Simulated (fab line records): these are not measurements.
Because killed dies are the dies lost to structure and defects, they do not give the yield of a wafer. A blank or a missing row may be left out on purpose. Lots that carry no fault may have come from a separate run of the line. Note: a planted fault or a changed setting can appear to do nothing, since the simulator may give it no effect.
One fault seen from 3 desks -- flow n5_finfet -- every desk sees just its own numbers, and what lay behind them comes last
Where a reading is given only as a bound, like >300, the bound stands for it, and a mean or a difference that rests on one is marked > or <: the true number lies beyond.

## FOR THE TOOL OWNER'S DESK: ald_hk-02
The tool's own readings at N5_HKMG_FIN_ALD_75 (deposits Al2O3, target thk 1 nm, co reactant pulse time 1 s): means of the sampled wafers that have a number, for each lot that ran on this tool. The brackets show how far a lot's mean lies from the usual mean; more than 4 standard deviations puts the lot out of limits, marked OUT.
Columns: A = heater_power_outer_w at N5_HKMG_FIN_ALD_75, usual 76 W; B = heater_power_w at N5_HKMG_FIN_ALD_75, usual 149 W; C = precursor_pulse_height_rel at N5_HKMG_FIN_ALD_75, usual 0.999
lot,first seen here,A,B,C
L401,day 3 22:34,74,148,0.988
L404,day 4 19:16,75,145,0.978
L410,day 6 06:08,67,139,1.013
L420,day 8 17:23,80,156,1.010
L424,day 9 18:47,73,148,0.998
Finding of this desk: none of the 5 lots has anything out of limits.

## AT THE METROLOGY DESK
What the gauges read for every lot (on any tool): the sampled wafers with a number, averaged. The brackets show how far a lot's mean lies from the usual mean; more than 4 standard deviations puts the lot out of limits, marked OUT.
Columns: A = NDIPOLE_OVL at N5_HKMG_FIN_OVL_MEAS_50, usual 0.0 nm
lot,first seen here,A
L401,day 3 23:04,-0.4
L402,day 4 07:44,-0.5
L404,day 4 19:46,0.1
L410,day 6 06:38,0.9
L415,day 7 11:02,0.6
L417,day 8 01:53,-0.7
L419,day 8 14:31,-0.6
L420,day 8 17:53,0.6
L421,day 9 04:46,0.3
L423,day 9 10:52,-0.2
L424,day 9 19:17,-0.7
Finding of this desk: none of the 11 lots has anything out of limits.

## THE DEFECT DESK
Per lot, the means of the sampled wafers with a number show what the inspections along the route counted. The brackets show how far a lot's mean lies from the usual mean; more than 4 standard deviations puts the lot out of limits, marked OUT.
Columns: A = raw_defect_count at N5_HKMG_FIN_INSPECT_61, usual 2.0
lot,first seen here,A
L401,day 3 23:05,2.7
L402,day 4 07:45,1.7
L404,day 4 19:47,2.0
L410,day 6 06:39,>102 (>+77) OUT
L415,day 7 11:04,1.3
L417,day 8 01:55,1.3
L419,day 8 14:33,1.0
L420,day 8 17:54,2.0
L421,day 9 04:48,1.7
L423,day 9 10:53,1.5
L424,day 9 19:18,2.0
This desk finds L410 out of limits, L410 being first, at day 6 06:39 (raw_defect_count at N5_HKMG_FIN_INSPECT_61). L401, L402, L404, L415, L417, L419, L420, L421, L423, L424 stayed within limits.

## BROUGHT TOGETHER
The defect desk could have raised an alarm at day 6 06:39, on L410.
Nothing out of limits was seen by the tool owner's desk.
The metrology desk saw nothing out of limits.
Tool owner's desk: L410 on record, inside its limits.
The metrology desk has L410 on record, within its limits.
N5_HKMG_FIN_ALD_75 was run on ald_hk-02 by each of the lots named.

## WHAT THE SIMULATOR HAD PUT IN
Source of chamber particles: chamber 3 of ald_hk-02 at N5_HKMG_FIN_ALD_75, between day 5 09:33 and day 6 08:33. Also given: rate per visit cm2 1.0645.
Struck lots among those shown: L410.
Hours from the fault's start to each desk's first reading out of limits: the defect desk, 21.
